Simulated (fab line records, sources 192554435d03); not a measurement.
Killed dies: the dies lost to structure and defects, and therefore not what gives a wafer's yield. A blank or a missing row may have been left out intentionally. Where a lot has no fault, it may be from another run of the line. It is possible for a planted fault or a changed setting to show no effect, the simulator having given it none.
fab line records | flow n5-finfet
[record] lots = 8 | wafers = 24 | last-day = 18
route steps=1938 shown GATE_CUT@491 BEOL_M4@1111
lots that met no fault: from a run of the same line without faults
start-h: hours from the record's first day to the start of the lot's first wafer shown | wait-h: hours from the lot's prior step to this one | " same as the row above | L1.1+2: a row that stands for several wafers | - no value, or no start given | * or withheld: withheld | < > ~ a bound
route shown NAME@n: names a module that has steps shown in the file, with the first one's number in the route | usual: mean/standard deviation taken from wafers without a fault | same: alike in all rows | chamber/n: place in a boat | sites: per-site readings | _std_site: the values' standard deviation | _edge_site: outer sites' mean less inner sites' | radius-mm: for every site, how far away it sits from the centre of the wafer | mask NAME#n: copy n | behind: the last tool/chamber to shape the wafer | hold: why the lot went on hold/how many hours it stayed there/how the hold came to an end | device: whichever transistor did not switch (one of n, p or np) | end of line: tests run on the same wafers once the route is complete | a step given without rows: its recipe and nothing more | killed: dies that structure and defects cost at the first sort, which is not the same as the wafer's yield | map: shows each die of a wafer: x if killed, . if not, _ if none is there
set.NAME: setting as actually run; set.NAME@STEP: the setting as run at that earlier step | model.NAME: the simulator's own value behind a step, which no gauge read
steps of the route over a sample of lots; a table a step, a row a wafer
services: from which hour (start-h, from the record's first day; less than 0 if before it) a tool's chamber was out of use, for how many hours, and why
[[steps]]
[step N5_GATE_CUT_ETCH_28]
[recipe] chemistry = N2/H2 | target = underlayer | target-depth-a = 130 | mask-material = CAR-EUV | time-s = 10.4 | ion-energy-ev = 200 | pressure-mtorr = 30 | source-w = 840 | bias-w = 150 | n2-flow-sccm = 200 | h2-flow-sccm = 200 | ends = cleared
[usual] bias-w = 150.0/0.44 | chamber-pressure-mTorr = 29.998/0.028 | drypump-motor-current-A = 5.8/0.48 | etch-rf-on-time-s = 10.35/0.22 | n2-flow-sccm = 200.0/0.61 | oes-product-au = 0.67/0.076 | rf-vpp-V = 522.8/1.6 | showerhead-plenum-p-Torr = 2.50/0.052 | throttle-valve-pct = 17.95/0.28
lot.wafer | tool        | chamber | start-h | wait-h | bias-w | chamber-pressure-mTorr | drypump-motor-current-A | etch-rf-on-time-s | n2-flow-sccm | oes-product-au | rf-hours-counter-h | rf-vpp-V | showerhead-plenum-p-Torr | throttle-valve-pct
L832.2    | rie-diel-01 | 3       | 128.79  | 0.0    | 150.3  | 30.036                 | 6.6                     | 10.01             | 200.3        | 0.65           | 140                | 525.0    | 2.55                     | 17.86
L832.4    | "           | 2       | "       | "      | 149.7  | 30.025                 | 6.1                     | 10.10             | 199.5        | 0.58           | -                  | 522.0    | 2.51                     | 18.38
L832.5    | "           | 3       | "       | "      | 150.6  | 29.998                 | 6.6                     | 9.91              | 199.3        | 0.66           | -                  | 524.7    | 2.55                     | 17.88
L831.1    | rie-diel-03 | 2       | 130.24  | 0.0    | 150.0  | 29.964                 | 5.6                     | 10.62             | 199.9        | 0.63           | 175                | 524.4    | 2.53                     | 18.18
L831.2    | "           | 0       | "       | "      | 150.1  | 30.009                 | 6.0                     | 10.41             | 199.5        | 0.80           | 13                 | 526.1    | 2.60                     | 17.88
L831.4    | "           | 1       | "       | "      | 149.9  | 30.003                 | 5.7                     | 10.40             | 199.5        | 0.59           | 217                | 523.5    | 2.52                     | 18.40
L833.4    | rie-diel-03 | 2       | 137.52  | 0.0    | 149.9  | 30.037                 | 5.6                     | 10.67             | 200.6        | 0.62           | 177                | 522.5    | 2.53                     | 18.20
L833.5    | "           | 1       | "       | "      | 150.0  | 30.022                 | 5.7                     | 10.38             | 200.0        | 0.59           | -                  | 524.0    | 2.52                     | 18.41
L833.6    | "           | 2       | "       | "      | 150.1  | 29.987                 | 5.6                     | 10.64             | 200.0        | 0.62           | -                  | 524.4    | 2.53                     | 18.17
L840.3    | rie-diel-01 | 2       | 174.48  | 0.0    | 149.8  | 30.014                 | 6.1                     | 9.97              | 199.9        | 0.81           | 7                  | 524.6    | 2.51                     | 17.99
L840.5    | "           | 1       | "       | "      | 149.7  | 30.040                 | 5.8                     | 10.34             | 199.3        | 0.74           | -                  | 522.2    | 2.46                     | 17.51
L840.6    | "           | 2       | "       | "      | 149.8  | 29.974                 | 6.0                     | 10.06             | 200.7        | 0.82           | -                  | 523.0    | 2.51                     | 18.00
L842.2    | rie-diel-01 | 3       | 189.72  | 0.0    | 149.5  | 29.984                 | 6.7                     | 9.83              | 200.9        | 0.66           | 157                | 523.2    | 2.55                     | 17.89
L842.3    | "           | 0       | "       | "      | 149.7  | 29.984                 | 6.1                     | 10.20             | 199.4        | 0.79           | 20                 | 521.8    | 2.49                     | 17.64
L842.6    | "           | 0       | "       | "      | 149.8  | 29.953                 | 6.1                     | 10.23             | 200.5        | 0.78           | -                  | 522.5    | 2.49                     | 17.63
L844.1    | rie-diel-03 | 0       | 197.99  | 0.0    | 150.4  | 30.000                 | 5.9                     | 10.63             | 199.6        | 0.75           | 33                 | 526.6    | 2.59                     | 17.94
L844.2    | "           | 2       | "       | "      | 150.3  | 30.003                 | 5.6                     | 10.65             | 201.6        | 0.62           | 195                | 523.5    | 2.52                     | 18.22
L844.4    | "           | 1       | "       | "      | 149.8  | 30.001                 | 5.6                     | 10.58             | 200.4        | 0.58           | 237                | 524.4    | 2.51                     | 18.42
L847.3    | rie-diel-01 | 1       | 218.34  | 0.0    | 150.0  | 29.994                 | 5.8                     | 10.24             | 201.4        | 0.73           | 77                 | 522.1    | 2.45                     | 17.51
L847.5    | "           | 1       | "       | "      | 150.1  | 30.003                 | 5.9                     | 10.24             | 200.7        | 0.74           | -                  | 521.5    | 2.45                     | 17.53
L847.6    | "           | 0       | "       | "      | 150.0  | 30.001                 | 6.1                     | 10.44             | 200.0        | 0.76           | -                  | 520.9    | 2.48                     | 17.64
L848.1    | rie-diel-06 | 0       | 223.36  | 0.0    | 149.7  | 30.043                 | 6.2                     | 10.58             | 200.6        | 0.72           | 61                 | 521.2    | 2.47                     | 17.61
L848.4    | "           | 2       | "       | "      | 150.6  | 29.974                 | 5.8                     | 10.18             | 200.4        | 0.63           | -                  | 525.8    | 2.52                     | 17.99
L848.5    | "           | 0       | "       | "      | 150.1  | 29.989                 | 6.2                     | 10.63             | 200.5        | 0.72           | -                  | 521.2    | 2.47                     | 17.61
[step N5_GATE_CUT_STRIP_41]
[recipe] chemistry = CF4 | resist = SiARC | power-w = 300 | bias-power-w = 75 | pressure-mtorr = 50 | cf4-flow-sccm = 150 | rf-frequency-hz = 6e+07
[usual] chamber-pressure-mTorr = 50.00/0.045 | drypump-motor-current-A = 5.8/0.47 | oes-product-au = 0.182/0.021 | rf-vpp-V = 270.5/1.1 | showerhead-plenum-p-Torr = 1.762/0.03 | throttle-valve-pct = 13.66/0.3
lot.wafer | tool        | chamber | start-h | wait-h | chamber-pressure-mTorr | drypump-motor-current-A | oes-product-au | rf-hours-counter-h | rf-vpp-V | showerhead-plenum-p-Torr | throttle-valve-pct
L832.2    | rie-diel-01 | 3       | 128.98  | 0.0    | 49.97                  | 6.7                     | 0.171          | 140                | 270.7    | 1.793                    | 13.50
L832.4    | "           | 2       | "       | "      | 49.95                  | 6.0                     | 0.147          | -                  | 271.5    | 1.750                    | 13.87
L832.5    | "           | 3       | "       | "      | 50.00                  | 6.6                     | 0.174          | -                  | 271.5    | 1.792                    | 13.51
L831.1    | rie-diel-03 | 2       | 130.43  | 0.0    | 49.97                  | 5.5                     | 0.172          | 175                | 272.2    | 1.787                    | 13.98
L831.2    | "           | 0       | "       | "      | 50.03                  | 6.0                     | 0.218          | 13                 | 273.3    | 1.815                    | 13.38
L831.4    | "           | 1       | "       | "      | 49.85                  | 5.7                     | 0.164          | 217                | 271.6    | 1.772                    | 14.11
L833.4    | rie-diel-03 | 2       | 137.71  | 0.0    | 49.97                  | 5.6                     | 0.168          | 178                | 272.5    | 1.787                    | 13.99
L833.5    | "           | 1       | "       | "      | 49.96                  | 5.7                     | 0.161          | -                  | 269.8    | 1.771                    | 14.11
L833.6    | "           | 2       | "       | "      | 49.97                  | 5.6                     | 0.164          | -                  | 270.1    | 1.786                    | 13.98
L840.3    | rie-diel-01 | 2       | 174.67  | 0.0    | 49.91                  | 6.1                     | 0.221          | 7                  | 270.2    | 1.746                    | 13.34
L840.5    | "           | 1       | "       | "      | 49.97                  | 5.9                     | 0.194          | -                  | 269.3    | 1.736                    | 13.30
L840.6    | "           | 2       | "       | "      | 50.02                  | 6.0                     | 0.211          | -                  | 271.8    | 1.746                    | 13.34
L842.2    | rie-diel-01 | 3       | 189.91  | 0.0    | 49.95                  | 6.7                     | 0.168          | 157                | 269.9    | 1.787                    | 13.55
L842.3    | "           | 0       | "       | "      | 49.96                  | 6.1                     | 0.206          | 20                 | 270.4    | 1.767                    | 13.44
L842.6    | "           | 0       | "       | "      | 49.93                  | 6.1                     | 0.202          | -                  | 268.0    | 1.768                    | 13.47
L844.1    | rie-diel-03 | 0       | 198.18  | 0.0    | 50.03                  | 6.0                     | 0.204          | 33                 | 272.7    | 1.809                    | 13.44
L844.2    | "           | 2       | "       | "      | 50.02                  | 5.6                     | 0.169          | 195                | 270.6    | 1.782                    | 14.02
L844.4    | "           | 1       | "       | "      | 50.04                  | 5.7                     | 0.160          | 237                | 269.4    | 1.767                    | 14.15
L847.3    | rie-diel-01 | 1       | 218.53  | 0.0    | 49.94                  | 5.8                     | 0.194          | 77                 | 270.9    | 1.732                    | 13.33
L847.5    | "           | 1       | "       | "      | 49.98                  | 5.9                     | 0.203          | -                  | 268.6    | 1.732                    | 13.32
L847.6    | "           | 0       | "       | "      | 49.95                  | 6.1                     | 0.207          | -                  | 270.0    | 1.765                    | 13.46
L848.1    | rie-diel-06 | 0       | 223.55  | 0.0    | 49.95                  | 6.2                     | 0.204          | 61                 | 269.7    | 1.737                    | 13.25
L848.4    | "           | 2       | "       | "      | 50.00                  | 5.8                     | 0.168          | -                  | 270.9    | 1.793                    | 13.91
L848.5    | "           | 0       | "       | "      | 50.05                  | 6.2                     | 0.191          | -                  | 269.6    | 1.737                    | 13.27
[step N5_GATE_CUT_CUT_ETCH_53]
[recipe] chemistry = SF6/Cl2 | target = W | mask-material = SiO2 | target-depth-a = 792 | pressure-mtorr = 8 | icp-w = 900 | bias-w = 80 | SF6_flow_sccm = 40 | Cl2_flow_sccm = 60 | ends = cleared
[usual] SF6_flow_sccm = 40.02/0.13 | bias-w = 79.98/0.25 | chamber-pressure-mTorr = 7.999/0.0071 | drypump-motor-current-A = 5.6/0.58 | etch-rf-on-time-s = 26.2/0.53 | oes-product-au = 0.76/0.064 | throttle-valve-pct = 28.7/0.3
lot.wafer | tool         | chamber | start-h | wait-h | SF6_flow_sccm | bias-w | chamber-pressure-mTorr | drypump-motor-current-A | etch-rf-on-time-s | oes-product-au | rf-hours-counter-h | throttle-valve-pct
L832.2    | rie-metal-01 | 1       | 129.14  | 0.1    | 40.20         | 80.17  | 8.003                  | 5.0                     | 26.7              | 0.68           | 54                 | 29.3
L832.4    | "            | 0       | "       | "      | 40.01         | 79.55  | 8.010                  | 6.2                     | 26.3              | 0.75           | -                  | 28.8
L832.5    | "            | 1       | "       | "      | 40.00         | 79.79  | 7.999                  | 5.0                     | 27.0              | 0.67           | -                  | 29.3
L831.1    | rie-metal-02 | 1       | 130.60  | 0.1    | 40.00         | 79.91  | 8.008                  | 5.2                     | 25.7              | 0.83           | 3                  | 29.0
L831.2    | "            | 0       | "       | "      | 39.87         | 79.63  | 8.006                  | 6.0                     | 25.8              | 0.72           | 38                 | 28.4
L831.4    | "            | 0       | "       | "      | 40.03         | 80.07  | 8.003                  | 6.1                     | 26.1              | 0.71           | -                  | 28.4
L833.4    | rie-metal-02 | 0       | 137.89  | 0.1    | 39.75         | 80.15  | 7.997                  | 6.0                     | 25.8              | 0.71           | -                  | 28.4
L833.5    | "            | 1       | "       | "      | 39.98         | 80.18  | 7.989                  | 5.2                     | 25.9              | 0.83           | -                  | 29.0
L833.6    | "            | 0       | "       | "      | 40.02         | 80.14  | 8.002                  | 6.0                     | 25.8              | 0.71           | -                  | 28.4
L840.3    | rie-metal-01 | 1       | 174.87  | 0.1    | 40.22         | 80.54  | 7.997                  | 5.0                     | 27.2              | 0.66           | -                  | 29.3
L840.5    | "            | 1       | "       | "      | 40.35         | 80.37  | 8.005                  | 5.0                     | 27.1              | 0.66           | -                  | 29.3
L840.6    | "            | 0       | "       | "      | 39.88         | 80.02  | 7.996                  | 6.1                     | 26.6              | 0.73           | -                  | 28.8
L842.2    | rie-metal-02 | 0       | 190.08  | 0.1    | 40.05         | 79.94  | 8.002                  | 6.0                     | 26.0              | 0.70           | 43                 | 28.4
L842.3    | "            | 0       | "       | "      | 40.21         | 79.78  | 7.996                  | 6.0                     | 26.1              | 0.70           | -                  | 28.4
L842.6    | "            | 1       | "       | "      | 40.10         | 80.31  | 7.987                  | 5.2                     | 25.8              | 0.80           | -                  | 29.0
L844.1    | rie-metal-01 | 1       | 198.35  | 0.1    | 39.95         | 80.22  | 8.005                  | 5.0                     | 27.3              | 0.65           | 59                 | 29.3
L844.2    | "            | 0       | "       | "      | 39.97         | 80.22  | 7.993                  | 6.1                     | 26.9              | 0.73           | 29                 | 28.8
L844.4    | "            | 0       | "       | "      | 39.93         | 80.43  | 8.002                  | 6.2                     | 26.9              | 0.72           | -                  | 28.8
L847.3    | rie-metal-01 | 0       | 218.72  | 0.1    | 40.05         | 80.05  | 7.997                  | 6.2                     | 26.8              | 0.72           | -                  | 28.8
L847.5    | "            | 0       | "       | "      | 40.21         | 79.81  | 8.000                  | 6.2                     | 26.7              | 0.72           | -                  | 28.8
L847.6    | "            | 1       | "       | "      | 40.11         | 79.79  | 7.995                  | 5.0                     | 27.4              | 0.65           | -                  | 29.3
L848.1    | rie-metal-02 | 0       | 223.71  | 0.1    | 40.15         | 80.73  | 8.002                  | 6.0                     | 26.0              | 0.70           | 46                 | 28.4
L848.4    | "            | 1       | "       | "      | 40.25         | 79.60  | 7.993                  | 5.2                     | 26.2              | 0.79           | -                  | 29.0
L848.5    | "            | 1       | "       | "      | 40.08         | 79.97  | 8.001                  | 5.3                     | 26.1              | 0.79           | -                  | 29.0
[step N5_GATE_CUT_ETCH_47]
[recipe] chemistry = Cl2/BCl3 | target = SiO2 | target-depth-a = 100 | pressure-mtorr = 10 | icp-w = 1000 | bias-w = 126 | Cl2_flow_sccm = 53.25 | bcl3-flow-sccm = 21.75 | Ar_flow_sccm = 25
[usual] bcl3-flow-sccm = 21.74/0.063 | bias-w = 126.0/0.39 | chamber-pressure-mTorr = 10.000/0.013 | drypump-motor-current-A = 5.6/0.57 | oes-product-au = 0.84/0.067 | throttle-valve-pct = 22.63/0.19
lot.wafer | tool         | chamber | start-h | wait-h | bcl3-flow-sccm | bias-w | chamber-pressure-mTorr | drypump-motor-current-A | oes-product-au | rf-hours-counter-h | throttle-valve-pct
L832.2    | rie-metal-01 | 1       | 129.29  | 0.0    | -              | -      | -                      | -                       | -              | -                  | -
L832.4    | "            | 0       | "       | "      | -              | -      | -                      | -                       | -              | -                  | -
L832.5    | "            | 1       | "       | "      | -              | -      | -                      | -                       | -              | -                  | -
L831.1    | rie-metal-02 | 1       | 130.75  | 0.0    | -              | -      | -                      | -                       | -              | -                  | -
L831.2    | "            | 0       | "       | "      | -              | -      | -                      | -                       | -              | -                  | -
L831.4    | "            | 0       | "       | "      | -              | -      | -                      | -                       | -              | -                  | -
L833.4    | rie-metal-02 | 0       | 138.03  | 0.0    | -              | -      | -                      | -                       | -              | -                  | -
L833.5    | "            | 1       | "       | "      | -              | -      | -                      | -                       | -              | -                  | -
L833.6    | "            | 0       | "       | "      | -              | -      | -                      | -                       | -              | -                  | -
L840.3    | rie-metal-01 | 1       | 175.05  | 0.0    | 21.73          | 125.9  | 10.004                 | 5.0                     | 0.75           | -                  | 23.00
L840.5    | "            | 1       | "       | "      | 21.64          | 126.0  | 9.982                  | 5.0                     | 0.75           | -                  | 23.00
L840.6    | "            | 0       | "       | "      | 21.73          | 125.5  | 9.997                  | 6.1                     | 0.83           | -                  | 22.47
L842.2    | rie-metal-02 | 0       | 190.23  | 0.0    | 21.68          | 126.9  | 9.996                  | 6.0                     | 0.78           | 43                 | 22.47
L842.3    | "            | 0       | "       | "      | 21.78          | 125.6  | 9.983                  | 6.0                     | 0.78           | -                  | 22.47
L842.6    | "            | 1       | "       | "      | 21.67          | 125.8  | 9.999                  | 5.2                     | 0.89           | -                  | 22.79
L844.1    | rie-metal-01 | 1       | 198.50  | 0.0    | 21.73          | 126.8  | 9.994                  | 5.0                     | 0.75           | 59                 | 23.01
L844.2    | "            | 0       | "       | "      | 21.77          | 126.1  | 10.003                 | 6.1                     | 0.82           | 29                 | 22.48
L844.4    | "            | 0       | "       | "      | 21.66          | 126.6  | 9.995                  | 6.1                     | 0.81           | -                  | 22.48
L847.3    | rie-metal-01 | 0       | 218.86  | 0.0    | 21.90          | 125.7  | 9.982                  | 6.2                     | 0.81           | -                  | 22.49
L847.5    | "            | 0       | "       | "      | 21.97          | 125.6  | 10.018                 | 6.1                     | 0.81           | -                  | 22.48
L847.6    | "            | 1       | "       | "      | 21.61          | 125.9  | 9.991                  | 5.0                     | 0.74           | -                  | 22.99
L848.1    | rie-metal-02 | 0       | 223.86  | 0.0    | 21.74          | 126.2  | 10.009                 | 6.0                     | 0.77           | 46                 | 22.48
L848.4    | "            | 1       | "       | "      | 21.71          | 126.1  | 10.001                 | 5.2                     | 0.87           | -                  | 22.77
L848.5    | "            | 1       | "       | "      | 21.72          | 126.6  | 10.013                 | 5.2                     | 0.86           | -                  | 22.78
[step N5_GATE_CUT_THK_MEAS_24]
[recipe] reads = SiO2_of_GATE_CUT_HM_DEP_46+SiO2_flowable_of_ILD0_FCVD_FILL_01
[usual] GC_FILL_THK = 218.8/1.9
lot.wafer | tool          | chamber | start-h | wait-h | GC_FILL_THK[nm]
L832.2    | film-metro-02 | -       | 131.37  | -      | 228.1
L832.4    | "             | -       | "       | "      | 228.8
L832.5    | "             | -       | "       | "      | 226.5
L831.1    | film-metro-01 | -       | 133.19  | -      | 227.7
L831.2    | "             | -       | "       | "      | 228.0
L831.4    | "             | -       | "       | "      | 228.5
L833.4    | film-metro-01 | -       | 140.28  | -      | 228.4
L833.5    | "             | -       | "       | "      | 229.9
L833.6    | "             | -       | "       | "      | 229.8
L840.3    | film-metro-02 | -       | 177.18  | -      | 217.0
L840.5    | "             | -       | "       | "      | 219.1
L840.6    | "             | -       | "       | "      | 219.7
L842.2    | film-metro-02 | -       | 192.60  | -      | 218.6
L842.3    | "             | -       | "       | "      | 218.3
L842.6    | "             | -       | "       | "      | 221.6
L844.1    | film-metro-01 | -       | 200.60  | -      | 217.8
L844.2    | "             | -       | "       | "      | 217.3
L844.4    | "             | -       | "       | "      | 220.1
L847.3    | film-metro-02 | -       | 221.04  | -      | 221.2
L847.5    | "             | -       | "       | "      | 221.9
L847.6    | "             | -       | "       | "      | 220.6
L848.1    | film-metro-02 | -       | 225.96  | -      | 215.4
L848.4    | "             | -       | "       | "      | 219.7
L848.5    | "             | -       | "       | "      | 219.9
[step N5_BEOL_M4_RC_MEAS_101]
[usual] DIBL_N = 35.8/1.8 | DIBL_P = 35.9/2.2 | IOFF_N = 0.16/0.035 | IOFF_P = 0.21/0.04 | ION_N = 672/11 | ION_P = 461/7.4 | SS_N = 71.4/0.64 | SS_P = 73.2/0.67 | VT_N = 250/3.5 | VT_P = -251/3.4
lot.wafer | tool      | chamber | start-h | wait-h | DIBL_N[mV/V] | DIBL_P[mV/V] | IOFF_N[nA/um] | IOFF_P[nA/um] | ION_N[uA/um] | ION_P[uA/um] | SS_N[mV/dec] | SS_P[mV/dec] | VT_N[mV] | VT_P[mV]
L832.2    | prober-01 | 0       | 209.22  | 0.2    | 36.0         | 35.7         | 0.15          | 0.20          | 665          | 462          | 71.5         | 72.8         | 254      | -250
L832.4    | "         | 0       | "       | "      | 39.2         | 39.2         | 0.21          | 0.27          | 683          | 468          | 72.0         | 74.2         | 251      | -248
L832.5    | "         | 0       | "       | "      | 38.9         | 39.0         | 0.20          | 0.25          | 676          | 470          | 72.2         | 73.1         | 248      | -250
L833.4    | prober-02 | 0       | 214.06  | 0.5    | 36.3         | 36.0         | 0.15          | 0.18          | 663          | 455          | 71.7         | 73.6         | 251      | -253
L833.5    | "         | 0       | "       | "      | 38.0         | 39.9         | 0.19          | 0.26          | 677          | 462          | 71.8         | 74.1         | 249      | -249
L833.6    | "         | 0       | "       | "      | 36.0         | 36.2         | 0.15          | 0.19          | 667          | 458          | 71.1         | 73.6         | 249      | -251
L831.1    | prober-01 | 0       | 216.83  | 0.0    | 38.6         | 40.7         | 0.21          | 0.24          | 691          | 467          | 72.3         | 73.7         | 247      | -250
L831.2    | "         | 0       | "       | "      | 36.7         | 37.9         | 0.17          | 0.19          | 683          | 459          | 72.1         | 72.5         | 249      | -251
L831.4    | "         | 0       | "       | "      | 35.0         | 36.7         | 0.13          | 0.17          | 665          | 451          | 71.1         | 72.8         | 254      | -255
L842.2    | prober-01 | 0       | 273.52  | 0.2    | 37.6         | 37.8         | 0.17          | 0.19          | 671          | 444          | 72.1         | 73.8         | 251      | -257
L842.3    | "         | 0       | "       | "      | 36.7         | 36.8         | 0.15          | 0.17          | 668          | 446          | 72.0         | 73.5         | 252      | -256
L842.6    | "         | 0       | "       | "      | 35.9         | 36.1         | 0.14          | 0.17          | 660          | 448          | 71.8         | 73.5         | 253      | -256
L840.3    | prober-02 | 0       | 277.37  | 0.3    | 37.4         | 36.8         | 0.21          | 0.27          | 697          | 478          | 71.8         | 73.6         | 245      | -244
L840.5    | "         | 0       | "       | "      | 39.5         | 40.4         | 0.25          | 0.34          | 702          | 486          | 72.1         | 73.8         | 242      | -243
L840.6    | "         | 0       | "       | "      | 34.0         | 33.2         | 0.13          | 0.20          | 667          | 462          | 70.4         | 72.5         | 252      | -247
L844.1    | prober-01 | 0       | 284.90  | 0.0    | 37.0         | 36.5         | 0.16          | 0.22          | 673          | 455          | 71.6         | 73.1         | 251      | -249
L844.2    | "         | 0       | "       | "      | 37.4         | 37.5         | 0.17          | 0.26          | 670          | 462          | 71.8         | 74.1         | 248      | -245
L844.4    | "         | 0       | "       | "      | 36.3         | 36.1         | 0.17          | 0.22          | 671          | 463          | 71.5         | 73.4         | 250      | -247
L847.3    | prober-02 | 0       | 309.15  | 0.3    | 35.9         | 34.6         | 0.14          | 0.20          | 676          | 467          | 70.8         | 73.0         | 249      | -252
L847.5    | "         | 0       | "       | "      | 35.5         | 34.3         | 0.14          | 0.20          | 683          | 466          | 71.0         | 72.3         | 249      | -251
L847.6    | "         | 0       | "       | "      | 35.3         | 33.3         | 0.12          | 0.19          | 669          | 464          | 70.5         | 72.7         | 254      | -252
L848.1    | prober-02 | 0       | 311.74  | 0.0    | 34.4         | 33.0         | 0.11          | 0.17          | 659          | 459          | 70.6         | 72.5         | 255      | -251
L848.4    | "         | 0       | "       | "      | 35.2         | 34.1         | 0.12          | 0.18          | 658          | 459          | 71.7         | 72.9         | 255      | -253
L848.5    | "         | 0       | "       | "      | 32.4         | 30.8         | 0.09          | 0.14          | 653          | 453          | 70.3         | 71.6         | 257      | -255
[[services]]
tool         | chamber | start-h | hours | kind
rie-diel-01  | 2       | 143.72  | -     | clean
rie-diel-01  | 2       | 143.72  | -     | consumable-replace:focus-ring
rie-diel-01  | 2       | 143.72  | 12.9  | scheduled-down
rie-diel-01  | 2       | 143.72  | 12.9  | vent-cycle
rie-diel-01  | 3       | 161.64  | 11.6  | repair
rie-diel-03  | 3       | 167.69  | 6.6   | repair
rie-diel-06  | -       | 193.26  | 2.8   | pm
rie-metal-02 | 1       | 207.66  | 7.3   | repair
rie-diel-06  | 1       | 217.57  | 10.0  | repair
rie-diel-03  | 3       | 222.21  | 10.9  | repair
[[key]]
[first-sign] step = N5_GATE_CUT_ETCH_47 | reading = tool-record | direction = missing
[effect] step = N5_GATE_CUT_THK_MEAS_24 | reading = GC_FILL_THK | direction = up | sigmas = 5.1 | usual = 218.8 | struck = 228.4
met-at N5_GATE_CUT_ETCH_47
struck-lots L831,L832,L833
not-acting-at N5_GATE_CUT_ETCH_28,N5_GATE_CUT_STRIP_41,N5_GATE_CUT_CUT_ETCH_53
[fault] kind = skipped-step-whole | tool = rie-metal-01,rie-metal-02 | chamber = - | onset-h = 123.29 | steps = N5_GATE_CUT_ETCH_47 | scope = struck-lots-only
